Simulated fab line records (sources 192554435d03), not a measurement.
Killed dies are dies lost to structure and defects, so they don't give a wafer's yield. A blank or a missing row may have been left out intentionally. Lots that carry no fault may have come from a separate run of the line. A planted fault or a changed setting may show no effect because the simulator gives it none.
Matching of chambers ; flow n5Finfet ; aldHk-02 running N5_HKMG_FIN_HK_ALD_01: 4 sister chambers
The step deposits HfO2, target thk 1.6 nm, pulse time 3 s, purge time 3 s. 4 wafers are shown with their chamber, then 11 later ones without.

WAFERS, EACH WITH ITS CHAMBER
wafer;chamber;precursorPulseHeightRel
L085.5;0;1.001
L085.6;3;0.977
L087.4;2;1.002
L088.2;1;1.004

WAFERS WITH NO CHAMBER GIVEN
wafer;precursorPulseHeightRel
L088.3;1.030
L088.5;0.971
L093.1;1.006
L093.2;1.019
L093.3;1.032
L093.4;0.987
L093.5;0.991
L093.6;0.970
L096.1;1.017
L096.2;1.025
L096.3;0.983

WHICH CHAMBER EACH WENT THROUGH
wafer;from the rows above;in truth
L088.3;can't be placed: 1 or 2 or 0 or 3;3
L088.5;can't be placed: 3 or 0 or 2 or 1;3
L093.1;can't be placed: 1 or 2 or 0 or 3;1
L093.2;can't be placed: 1 or 2 or 0 or 3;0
L093.3;can't be placed: 1 or 2 or 0 or 3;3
L093.4;can't be placed: 3 or 0 or 2 or 1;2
L093.5;can't be placed: 0 or 2 or 1 or 3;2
L093.6;can't be placed: 3 or 0 or 2 or 1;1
L096.1;can't be placed: 1 or 2 or 0 or 3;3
L096.2;can't be placed: 1 or 2 or 0 or 3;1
L096.3;can't be placed: 3 or 0 or 2 or 1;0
Correct placement for 0 of the 11. Cannot be placed on the basis of these rows: 11; the candidates contain the true chamber in 11. Number placed wrongly: 0.
How it was worked out, from the rows above alone: a wafer's distance from a chamber is the root of the sum, over the readings, of the square of ((its reading less the chamber's mean) divided by the reading's scatter). The wafer belongs to the nearest chamber; if the next one is less than 2 further off, it can't be placed. The mean given for a chamber averages the wafers shown for that chamber. The scatter: root of mean squared gap, hidden wafer to nearest shown wafer, with one shown wafer a chamber.
